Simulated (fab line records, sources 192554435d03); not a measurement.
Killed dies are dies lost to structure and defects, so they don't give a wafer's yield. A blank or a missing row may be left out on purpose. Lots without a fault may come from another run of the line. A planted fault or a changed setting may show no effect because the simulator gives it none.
fab line records | flow n5_finfet
record lots=11 wafers=29 last_day=18
route steps=1938 shown BEOL_M0@737 BEOL_M4@1111 PASSIVATION@1936
lots that met no fault: from a run of the same line without faults
start_h: hours from the record's first day to the start of the lot's first wafer shown | wait_h: hours since the lot's step before | " the same as in the row above | L1.1+2: a row that stands for several wafers | - no value, or no start given | * or withheld: withheld | < > ~ a bound
route shown NAME@n: a module of which the file shows steps, and the number in the route of the first | usual: mean/standard deviation of fault-free wafers | same: alike in all rows | chamber/n: place in a boat | sites: the reading at each site | _std_site: their standard deviation | _edge_site: outer sites' mean less inner sites' | radius_mm: how far each site lies from the wafer's centre | mask NAME#n: copy n | behind: the tool/chamber that last shaped the wafer | hold: why the lot was held/for how many hours/how that ended | device: the transistor (n, p or np) that didn't switch | end of line: the same wafers' tests at the end of the route | a step without rows: its recipe alone | killed: dies lost to structure and defects at the first sort, not the wafer's yield | map: a wafer's dies, x killed, . not, _ none there
set.NAME: the setting as run; set.NAME@STEP: as run at that earlier step | model.NAME: the simulator's own value behind a step, which no gauge read
steps of the route over a sample of lots; a table a step, a row a wafer
services: from which hour (start_h, from the record's first day; less than 0 if before it) a tool's chamber was out of use, for how many hours, and why
## steps
# step N5_BEOL_M0_ANNEAL_133
# recipe temp_c=400 time_s=60 ambient=vacuum
# usual heater_power_w=855/110
# same time_s=60
# columns lot.wafer tool chamber start_h wait_h heater_power_w
L429.2 pvd_sputter-01 - 117.17 0.0 846
L429.3 " - " " 924
L429.5 " - " " 852
L433.1 pvd_sputter-03 - 142.08 0.0 894
L433.5 " - " " 787
L434.4 pvd_sputter-01 - 152.58 0.0 911
L434.5 " - " " 813
L434.6 " - " " 671
L437.1 pvd_sputter-03 - 170.01 0.0 1058
L437.4 " - " " 890
L437.6 " - " " 778
L438.4 pvd_sputter-01 - 171.59 0.0 801
L438.5 " - " " 832
L438.6 " - " " 668
L443.1 pvd_sputter-01 - 200.50 0.0 845
L443.4 " - " " 941
L446.2 pvd_sputter-01 - 220.90 0.0 817
L446.3 " - " " 857
L446.5 " - " " 917
L448.1 pvd_sputter-03 - 230.03 0.0 1035
L448.2 " - " " 994
L448.3 " - " " 772
L449.2 pvd_sputter-02 - 239.71 0.0 776
L449.4 " - " " 849
L449.5 " - " " 1006
L451.2 pvd_sputter-03 - 248.15 0.0 1045
L451.3 " - " " 777
L452.2 pvd_sputter-01 - 262.48 0.0 812
L452.6 " - " " 831
# step N5_BEOL_M0_SPUTTER_141
# recipe material=Cu target_thk_a=40 temp_c=-20 chamber_pressure_pa=0.07 power_w=withheld time_s=7.37
# usual chuck_sensor_temp_C=-15.6/0.57 throttle_valve_pct=30.1/1.4
# same time_s=7.37
# columns lot.wafer tool chamber start_h wait_h chuck_sensor_temp_C throttle_valve_pct
L429.2 pvd_sputter-01 - 117.33 0.0 -15.8 28.7
L429.3 " - " " -14.7 30.9
L429.5 " - " " -15.8 28.9
L433.1 pvd_sputter-03 - 142.24 0.0 -16.9 33.1
L433.5 " - " " -15.3 31.9
L434.4 pvd_sputter-01 - 152.74 0.0 -14.7 30.9
L434.5 " - " " -15.4 28.9
L434.6 " - " " -15.1 29.1
L437.1 pvd_sputter-03 - 170.17 0.0 -16.6 29.4
L437.4 " - " " -16.9 33.1
L437.6 " - " " -15.5 32.1
L438.4 pvd_sputter-01 - 171.77 0.0 -15.5 29.0
L438.5 " - " " -15.6 29.1
L438.6 " - " " -15.1 29.4
L443.1 pvd_sputter-01 - 200.66 0.0 -15.5 28.9
L443.4 " - " " -14.8 30.9
L446.2 pvd_sputter-01 - 221.06 0.0 -15.7 29.4
L446.3 " - " " -15.5 28.8
L446.5 " - " " -14.7 31.2
L448.1 pvd_sputter-03 - 230.19 0.0 -16.6 29.3
L448.2 " - " " -15.8 29.6
L448.3 " - " " -15.6 31.9
L449.2 pvd_sputter-02 - 239.87 0.0 -15.9 30.5
L449.4 " - " " -15.6 28.6
L449.5 " - " " -16.3 30.2
L451.2 pvd_sputter-03 - 248.31 0.0 -16.4 29.7
L451.3 " - " " -15.6 32.0
L452.2 pvd_sputter-01 - 262.64 0.0 -15.6 29.2
L452.6 " - " " -15.8 29.0
# step N5_BEOL_M0_ECD_118
# recipe material=Cu target_thk_a=3000
# columns lot.wafer tool chamber start_h wait_h
L429.2+3+5 ecd_cu-01 0,1,0 117.46 0.1
L433.1+5 ecd_cu-01 0,1 142.36 0.1
L434.4+5+6 ecd_cu-01 1,1,0 152.87 0.1
L437.1+4+6 ecd_cu-01 1,1,0 170.29 0.1
L438.4+5+6 ecd_cu-01 0,0,1 171.87 0.1
L443.1+4 ecd_cu-02 1,0 200.77 0.1
L446.2+3+5 ecd_cu-01 1,1,0 221.18 0.1
L448.1+2+3 ecd_cu-01 0,1,1 230.31 0.1
L449.2+4+5 ecd_cu-02 0 239.99 0.1
L451.2+3 ecd_cu-02 0 248.43 0.1
L452.2+6 ecd_cu-02 1 262.76 0.1
# step N5_BEOL_M0_CMP_120
# recipe stop_on=SiOC t_overpolish_s=6.9 down_force_psi=1 platen_rpm=50 clearing_platen_down_force_psi=1.5 clearing_platen_rpm=50 post_cmp_clean=cu_alkaline clearing_platen_pad_velocity_m_s=0.99484 pad_velocity_m_s=0.99484
# usual clearing_platen_rpm=50.000/0.026 motor_current_A=5.8/0.46 pad_life_wafers=1168/560 slurry_flow_ml_min=150.1/0.39 time_to_endpoint_s=63/4.7
# columns lot.wafer tool chamber start_h wait_h clearing_platen_rpm motor_current_A pad_life_wafers slurry_flow_ml_min time_to_endpoint_s
L429.2 cmp-03 2 119.00 0.2 50.023 5.8 2088 150.1 68
L429.3 " 3 " " 49.983 6.5 2089 149.8 63
L429.5 " 2 " " 50.001 5.6 - 149.7 66
L433.1 cmp-02 3 142.74 0.3 49.962 5.5 1032 150.1 71
L433.5 " 3 " " 50.033 5.6 - 151.1 70
L434.4 cmp-02 3 153.36 0.2 50.024 5.5 1125 150.1 24
L434.6 " 0 " " 49.994 6.2 - 150.1 68
L434.5 " 1 " " 50.067 5.3 - 150.0 20
L437.1 cmp-04 1 170.66 0.3 50.063 5.4 1938 149.6 65
L437.4 " 0 " " 49.973 6.4 1941 150.6 17
L437.6 " 1 " " 49.995 5.3 - 150.4 69
L438.4 cmp-02 0 172.26 0.2 49.991 5.9 1291 150.4 20
L438.6 " 3 " " 50.006 5.8 - 150.5 70
L438.5 " 0 " " 49.938 6.2 - 150.2 22
L443.1 cmp-03 2 201.16 0.3 49.983 5.7 606 150.2 63
L443.4 " 3 " " 50.066 6.0 607 149.7 54
L446.2 cmp-02 1 221.63 0.3 50.015 4.9 1686 150.4 62
L446.3 " 2 " " 49.989 5.5 1687 149.7 60
L446.5 " 2 " " 50.018 5.9 - 149.9 59
L448.1 cmp-04 1 230.69 0.3 49.970 5.5 336 150.2 69
L448.2 " 3 " " 50.015 5.9 338 150.2 63
L448.3 " 0 " " 50.012 6.1 339 149.9 68
L449.2 cmp-03 3 240.69 0.4 50.010 6.3 846 150.7 60
L449.4 " 1 " " 49.971 5.6 848 149.0 63
L449.5 " 3 " " 49.999 6.4 - 150.4 61
L451.2 cmp-03 2 248.96 0.4 49.978 5.6 948 150.0 68
L451.3 " 0 " " 49.993 6.6 950 150.3 55
L452.2 cmp-03 2 263.36 0.4 49.987 5.8 1125 150.0 66
L452.6 " 3 " " 50.014 6.2 - 150.4 59
# step N5_BEOL_M0_INSPECT_127
# recipe inspect_instrument=darkfield mode=post_dep
# usual raw_defect_count=63/20
# columns lot.wafer tool chamber start_h wait_h raw_defect_count
L429.2 defect_inspect-01 - 119.61 0.0 48
L429.3 " - " " 55
L429.5 " - " " 55
L433.1 defect_inspect-02 - 143.40 0.0 54
L433.5 " - " " 39
L434.4 defect_inspect-01 - 153.83 0.0 93
L434.5 " - " " 86
L434.6 " - " " 61
L437.1 defect_inspect-01 - 171.29 0.0 39
L437.4 " - " " 58
L437.6 " - " " 61
L438.4 defect_inspect-02 - 172.81 0.0 82
L438.5 " - " " 71
L438.6 " - " " 64
L443.1 defect_inspect-01 - 201.74 0.0 85
L443.4 " - " " 82
L446.2 defect_inspect-02 - 223.02 0.0 53
L446.3 " - " " 59
L446.5 " - " " 72
L448.1 defect_inspect-01 - 231.27 0.0 70
L448.2 " - " " 50
L448.3 " - " " 118
L449.2 defect_inspect-01 - 241.27 0.0 64
L449.4 " - " " 45
L449.5 " - " " 59
L451.2 defect_inspect-01 - 249.66 0.0 42
L451.3 " - " " 36
L452.2 defect_inspect-01 - 263.83 0.0 28
L452.6 " - " " 36
# step N5_BEOL_M4_RC_MEAS_101
# usual DIBL_N=35.0/2.4 DIBL_P=35.4/2.8 IOFF_N=0.14/0.045 IOFF_P=0.20/0.048 ION_N=667/19 ION_P=460/11 SS_N=71.2/0.71 SS_P=73.1/0.86 VT_N=252/4.6 VT_P=-251/3.4
# columns lot.wafer tool chamber start_h wait_h DIBL_N[mV/V] DIBL_P[mV/V] IOFF_N[nA/um] IOFF_P[nA/um] ION_N[uA/um] ION_P[uA/um] SS_N[mV/dec] SS_P[mV/dec] VT_N[mV] VT_P[mV]
L429.2 prober-01 0 172.25 0.2 33.3 34.5 0.13 0.18 651 451 70.5 73.0 249 -251
L429.3 " 0 " " 31.0 32.4 0.10 0.16 664 467 70.0 72.4 253 -251
L429.5 " 0 " " 35.2 38.2 0.17 0.25 688 481 70.3 73.1 246 -246
L433.1 prober-01 0 185.52 0.0 39.1 41.1 0.22 0.29 697 481 73.0 74.9 247 -246
L433.5 " 0 " " 42.2 45.0 0.32 0.39 706 481 72.5 75.2 239 -243
L434.4 prober-02 0 196.19 0.5 34.8 34.9 0.17 0.21 677 460 71.0 72.8 250 -250
L434.5 " 0 " " 33.5 33.0 0.13 0.18 674 463 71.2 72.3 253 -250
L434.6 " 0 " " 35.7 36.4 0.19 0.23 686 464 71.5 73.9 247 -249
L438.4 prober-02 0 212.77 0.5 33.0 34.0 0.11 0.16 653 447 71.5 72.6 256 -253
L438.5 " 0 " " 36.3 37.1 0.16 0.20 671 453 72.5 73.0 251 -250
L438.6 " 0 " " 32.5 33.9 0.10 0.16 642 447 70.7 72.7 259 -255
L437.1 prober-02 0 222.13 0.0 35.2 37.0 0.14 0.21 654 456 70.9 72.8 250 -251
L437.4 " 0 " " 34.9 35.7 0.14 0.19 679 461 71.3 73.5 250 -250
L437.6 " 0 " " 34.1 35.7 0.13 0.19 683 470 71.8 72.8 250 -251
L443.1 prober-01 0 256.38 0.0 35.5 35.3 0.14 0.18 659 452 70.9 72.7 251 -252
L443.4 " 0 " " 34.0 34.1 0.11 0.17 667 456 70.2 72.5 255 -252
L446.2 prober-01 0 276.24 0.2 31.3 32.2 0.10 0.15 637 439 71.1 71.9 255 -255
L446.3 " 0 " " 36.8 38.9 0.18 0.23 653 448 72.3 73.9 250 -253
L446.5 " 0 " " 31.7 32.6 0.11 0.15 669 461 70.9 72.4 253 -256
L448.1 prober-02 0 276.89 0.3 39.2 41.4 0.22 0.33 688 483 71.9 74.8 243 -246
L448.2 " 0 " " 34.4 30.3 0.11 0.14 631 437 71.8 72.3 258 -258
L448.3 " 0 " " 37.5 36.4 0.17 0.21 666 456 71.4 74.4 249 -252
L449.2 prober-01 0 282.32 0.2 31.2 31.0 0.07 0.13 635 448 70.2 72.3 263 -256
L449.4 " 0 " " 35.9 34.0 0.13 0.16 634 435 71.8 72.8 257 -255
L449.5 " 0 " " 32.0 33.4 0.08 0.18 628 445 71.0 72.4 260 -252
L451.2 prober-02 0 302.41 0.2 33.1 36.2 0.12 0.18 654 457 71.3 72.9 253 -251
L451.3 " 0 " " 36.3 39.3 0.19 0.23 702 479 72.0 74.1 243 -248
L452.2 prober-01 0 311.42 0.2 34.6 35.6 0.14 0.20 681 471 70.7 73.5 251 -252
L452.6 " 0 " " 33.8 34.3 0.11 0.17 656 450 70.9 73.0 256 -256
# step N5_PASSIVATION_PROBE_49
# usual defect_limited_yield=91.7/1.4 killed_at_M0_to_M3=32/9.7 killed_at_M4_up=14/5.5 killed_at_contacts=13/6.1 killed_at_front_end=35/10 killed_at_other=4.2/2.9 killed_dies=98/17 killed_open=63/12 killed_short=32/7.7 sort_bin_4_leakage=0.0/0.33 sort_bin_5_function=4.8/0.9 sort_bin_6_memory=3.1/0.63 sort_bin_8_speed=1/3.3 sort_n_pass=1073/41
# same gross_dies=1180 killed_at_back_side=0
# columns lot.wafer tool chamber start_h wait_h defect_limited_yield[%] killed_at_M0_to_M3 killed_at_M4_up killed_at_contacts killed_at_front_end killed_at_other killed_dies killed_open killed_short sort_bin_4_leakage[%] sort_bin_5_function[%] sort_bin_6_memory[%] sort_bin_8_speed[%] sort_n_pass
L438.4 prober-01 - 321.73 0.2 91.7 25 9 10 47 7 98 62 30 0 5.3 2.9 0 1082
L438.5 prober-01 - 321.78 0.2 92.7 32 8 10 33 3 86 58 28 0 4.3 2.5 0 1094
L438.6 prober-01 - 321.83 0.3 91.1 41 7 20 31 6 105 59 45 0 5.7 2.5 0 1074
L443.4 prober-02 - 373.77 0.2 91.7 28 14 16 38 2 98 62 35 0 4.4 3.5 0 1082
L446.2 prober-01 - 383.24 0.1 92.1 25 14 16 32 6 93 56 34 0 4.2 3.5 1 1078
L446.3 prober-01 - 383.29 0.1 90.7 27 15 8 51 9 110 73 35 0 5.3 3.6 0 1070
L446.5 prober-01 - 383.39 0.2 89.2 48 17 3 55 5 128 76 47 0 6.3 4.2 0 1052
L449.2 prober-01 - 389.29 0.1 93.0 31 11 18 22 1 83 51 32 0 3.7 3.1 2 1075
L449.4 prober-01 - 389.39 0.2 92.8 38 14 8 22 3 85 60 25 0 3.8 3.1 6 1025
L449.5 prober-01 - 389.44 0.2 92.0 28 13 17 34 2 94 57 37 0 4.8 2.9 21 844
L451.2 prober-01 - 414.82 0.1 93.1 32 5 15 24 5 81 56 23 0 4.2 2.4 0 1099
L451.3 prober-01 - 414.87 0.1 90.8 33 13 12 47 3 108 60 38 0 5.1 3.1 0 1072
# killed by level:class
L438.4 DUMMY_GATE:geometric_particle:open=9 FIN_SAQP:geometric_particle:short=8 MOL_CONTACT_COAG:geometric_particle:open=6 BEOL_M3:geometric_particle:open=6 FIN_SAQP:geometric_particle:open=5 FIN_CUT:area_etch=5 MOL_CONTACT_COAG:geometric_particle:short=4 BEOL_M0_SAQP:geometric_particle:open=4
L438.5 BEOL_M1:geometric_particle:open=14 MOL_CONTACT_COAG:geometric_particle:open=9 STI_FIN_REVEAL:geometric_particle:open=7 BEOL_M3:geometric_particle:open=7 BEOL_M1:geometric_particle:short=6 FIN_SAQP:geometric_particle:open=4 DUMMY_GATE:geometric_particle:short=4 DUMMY_GATE:geometric_particle:open=4
L438.6 MOL_CONTACT_COAG:geometric_particle:open=15 BEOL_M1:geometric_particle:open=14 BEOL_M1:geometric_particle:short=8 BEOL_M0_SAQP:geometric_particle:short=6 GATE_CUT:geometric_particle:short=5 MOL_CONTACT_COAG:geometric_particle:short=5 SPACER0:geometric_particle:short=4 BEOL_M2:geometric_particle:open=4
L443.4 BEOL_M3:geometric_particle:open=14 STI_FIN_REVEAL:geometric_particle:open=9 MOL_CONTACT_COAG:geometric_particle:open=9 MOL_CONTACT_COAG:geometric_particle:short=7 STI_FIN_REVEAL:geometric_particle:short=6 BEOL_M4:geometric_particle:open=6 FIN_SAQP:geometric_particle:short=5 FIN_SAQP:geometric_particle:open=5
L446.2 MOL_CONTACT_COAG:geometric_particle:open=13 STI_FIN_REVEAL:geometric_particle:open=9 BEOL_M0_SAQP:geometric_particle:short=8 DUMMY_GATE:geometric_particle:open=7 BEOL_M1:geometric_particle:open=5 FIN_SAQP:geometric_particle:short=4 BEOL_M1:geometric_particle:short=4 BEOL_M4:geometric_particle:open=4
L446.3 STI_FIN_REVEAL:geometric_particle:open=26 BEOL_M1:geometric_particle:open=9 BEOL_M4:geometric_particle:open=7 BEOL_M0_SAQP:geometric_particle:open=6 FIN_SAQP:geometric_particle:open=4 STI_FIN_REVEAL:geometric_particle:short=4 GATE_CUT:geometric_particle:short=4 MOL_CONTACT_COAG:geometric_particle:open=4
L446.5 STI_FIN_REVEAL:geometric_particle:open=18 BEOL_M0_SAQP:geometric_particle:open=12 BEOL_M0_SAQP:geometric_particle:short=11 BEOL_M2:geometric_particle:open=8 DUMMY_GATE:geometric_particle:open=7 GATE_CUT:geometric_particle:short=6 BEOL_M2:geometric_particle:short=5 STI_FIN_REVEAL:geometric_particle:short=4
L449.2 MOL_CONTACT_COAG:geometric_particle:open=15 BEOL_M0_SAQP:geometric_particle:open=9 BEOL_M0_SAQP:geometric_particle:short=7 FIN_SAQP:geometric_particle:short=6 BEOL_M4:geometric_particle:open=5 BEOL_M1:geometric_particle:open=5 GATE_CUT:geometric_particle:short=4 STARTING-WAFER:geometric_particle:open=4
L449.4 BEOL_M2:geometric_particle:open=12 BEOL_M1:geometric_particle:open=7 GATE_CUT:geometric_particle:short=6 MOL_CONTACT_COAG:geometric_particle:open=6 BEOL_M0_SAQP:geometric_particle:short=6 BEOL_M0_SAQP:geometric_particle:open=5 FIN_SAQP:geometric_particle:short=4 STI_FIN_REVEAL:geometric_particle:open=4
L449.5 MOL_CONTACT_COAG:geometric_particle:open=13 GATE_CUT:geometric_particle:short=8 BEOL_M0_SAQP:geometric_particle:short=8 GATE_CUT:geometric_particle:open=6 BEOL_M2:geometric_particle:open=6 BEOL_M0_SAQP:geometric_particle:open=5 STI_FIN_REVEAL:geometric_particle:open=4 MOL_CONTACT_COAG:geometric_particle:short=4
L451.2 MOL_CONTACT_COAG:geometric_particle:open=12 BEOL_M0_SAQP:geometric_particle:open=12 BEOL_M2:geometric_particle:open=6 STI_FIN_REVEAL:geometric_particle:open=5 GATE_CUT:geometric_particle:short=4 BEOL_M0_SAQP:geometric_particle:short=4 FIN_SAQP:geometric_particle:short=3 MOL_CONTACT_COAG:geometric_particle:short=3
L451.3 BEOL_M3:geometric_particle:open=9 FIN_SAQP:geometric_particle:short=8 MOL_CONTACT_COAG:geometric_particle:open=8 HKMG_FIN:area_etch=8 BEOL_M1:geometric_particle:open=7 FIN_SAQP:geometric_particle:open=6 GATE_CUT:geometric_particle:short=6 BEOL_M0_SAQP:geometric_particle:open=5
## services
# columns tool chamber start_h hours kind
cmp-04 - 96.01 11.8 repair
cmp-02 - 102.22 14.4 pm
cmp-03 - 120.50 4.0 pm
cmp-03 - 124.50 - consumable_replace:conditioner
cmp-03 - 124.50 - consumable_replace:pad
pvd_sputter-01 - 131.81 1.2 repair
cmp-04 - 134.27 5.4 pm
cmp-03 - 140.21 1.1 repair
ecd_cu-01 - 145.41 1.0 repair
cmp-03 - 156.23 4.1 pm
ecd_cu-01 - 165.78 2.9 repair
ecd_cu-02 - 175.58 5.8 repair
cmp-04 - 187.07 4.0 pm
cmp-04 - 191.07 - consumable_replace:conditioner
cmp-04 - 191.07 - consumable_replace:pad
cmp-03 - 197.97 1.2 repair
ecd_cu-02 - 199.48 1.0 repair
cmp-03 - 221.06 12.2 pm
cmp-04 - 238.15 41.2 repair
cmp-03 - 243.64 0.5 repair
## key
first_sign step=N5_BEOL_M0_CMP_120 reading=time_to_endpoint_s direction=down sigmas=9.1 usual=* struck=*
effect none on later readings
met_at N5_BEOL_M0_ECD_118
struck_lots L434,L437,L438
struck_wafers L434.4,L434.5,L437.4,L438.4,L438.5
not_acting_at N5_BEOL_M0_ANNEAL_133,N5_BEOL_M0_SPUTTER_141,N5_BEOL_M0_INSPECT_127
onset_between 142.36 152.87
fault kind=process_parameter_drift tool=ecd_cu-01 chamber=- onset_h=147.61 steps=N5_BEOL_M0_ECD_118 channel=target_thk_a offset=* shape=step end_h=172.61 scope=struck_wafers_only acts_in=* stated=*
